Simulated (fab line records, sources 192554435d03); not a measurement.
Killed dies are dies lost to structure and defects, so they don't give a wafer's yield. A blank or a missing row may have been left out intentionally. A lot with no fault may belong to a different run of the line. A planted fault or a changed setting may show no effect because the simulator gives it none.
Chamber matching + flow n5_finfet + rie_diel-03 running N5_BEOL_M9_DESCUM_16: 4 sister chambers
The step chemistry O2, time 7.9 s. 18 wafers are shown with their chamber, then 9 later ones without.

== WAFERS WITH THEIR CHAMBER ==
| wafer  | chamber | drypump_motor_current_A (A) | showerhead_plenum_p_Torr (Torr) | throttle_valve_pct (%) |
|--------|---------|-----------------------------|---------------------------------|------------------------|
| L079.1 | 2       | 6.0                         | 2.12                            | 20.29                  |
| L079.2 | 0       | 5.9                         | 2.02                            | 20.32                  |
| L079.3 | 3       | 4.8                         | 2.17                            | 20.55                  |
| L079.4 | 1       | 5.3                         | 2.08                            | 20.95                  |
| L079.5 | 3       | 4.8                         | 2.17                            | 20.54                  |
| L079.6 | 0       | 5.9                         | 2.02                            | 20.32                  |
| L080.1 | 1       | 5.3                         | 2.08                            | 20.94                  |
| L080.4 | 2       | 6.0                         | 2.12                            | 20.30                  |
| L080.5 | 1       | 5.3                         | 2.08                            | 20.96                  |
| L083.3 | 3       | 4.8                         | 2.17                            | 20.55                  |
| L083.5 | 2       | 6.0                         | 2.11                            | 20.31                  |
| L083.6 | 1       | 5.3                         | 2.08                            | 20.97                  |
| L086.1 | 2       | 6.0                         | 2.11                            | 20.31                  |
| L086.2 | 3       | 4.8                         | 2.17                            | 20.55                  |
| L086.3 | 0       | 5.9                         | 2.02                            | 20.32                  |
| L086.4 | 1       | 5.4                         | 2.08                            | 20.96                  |
| L086.5 | 1       | 5.3                         | 2.08                            | 20.97                  |
| L086.6 | 0       | 5.9                         | 2.02                            | 20.33                  |

SIGNATURES (means of the wafers above)
| reading                  | chamber 0 | chamber 1 | chamber 2 | chamber 3 | scatter within a chamber |
|--------------------------|-----------|-----------|-----------|-----------|--------------------------|
| drypump_motor_current_A  | 5.900     | 5.317     | 6.000     | 4.800     | 0.0244                   |
| showerhead_plenum_p_Torr | 2.0200    | 2.0800    | 2.1150    | 2.1700    | 0.00267                  |
| throttle_valve_pct       | 20.3225   | 20.9583   | 20.3025   | 20.5475   | 0.0089                   |
Rule: a wafer's distance from a chamber is the root of the sum, over the readings, of the square of ((its reading less the chamber's mean) divided by the reading's scatter). If the next closest chamber is less than 2 further off than the closest, the wafer can't be placed; otherwise it belongs to the closest. How the scatter is found: for the shown wafers, subtract from each reading the mean of its chamber, square and add these, divide the total by (wafers less chambers), then take the root.

== WAFERS MISSING THEIR CHAMBER ==
| wafer  | drypump_motor_current_A (A) | showerhead_plenum_p_Torr (Torr) | throttle_valve_pct (%) |
|--------|-----------------------------|---------------------------------|------------------------|
| L087.2 | 5.9                         | 2.02                            | 20.33                  |
| L087.4 | 4.8                         | 2.17                            | 20.56                  |
| L087.6 | 5.9                         | 2.02                            | 20.33                  |
| L089.1 | 4.8                         | 2.16                            | 20.57                  |
| L089.2 | 5.3                         | 2.08                            | 20.97                  |
| L089.3 | 6.0                         | 2.11                            | 20.33                  |
| L089.4 | 6.0                         | 2.02                            | 20.36                  |
| L089.5 | 6.0                         | 2.11                            | 20.32                  |
| L089.6 | 5.3                         | 2.08                            | 20.98                  |

== WHICH CHAMBER EACH ONE RAN IN ==
| wafer  | from the rows above | in truth |
|--------|---------------------|----------|
| L087.2 | 0                   | 0        |
| L087.4 | 3                   | 3        |
| L087.6 | 0                   | 0        |
| L089.1 | 3                   | 3        |
| L089.2 | 1                   | 1        |
| L089.3 | 2                   | 2        |
| L089.4 | 0                   | 0        |
| L089.5 | 2                   | 2        |
| L089.6 | 1                   | 1        |
9 of 9 placed correctly. Can't be placed from these rows: 0. Number placed wrongly: 0.
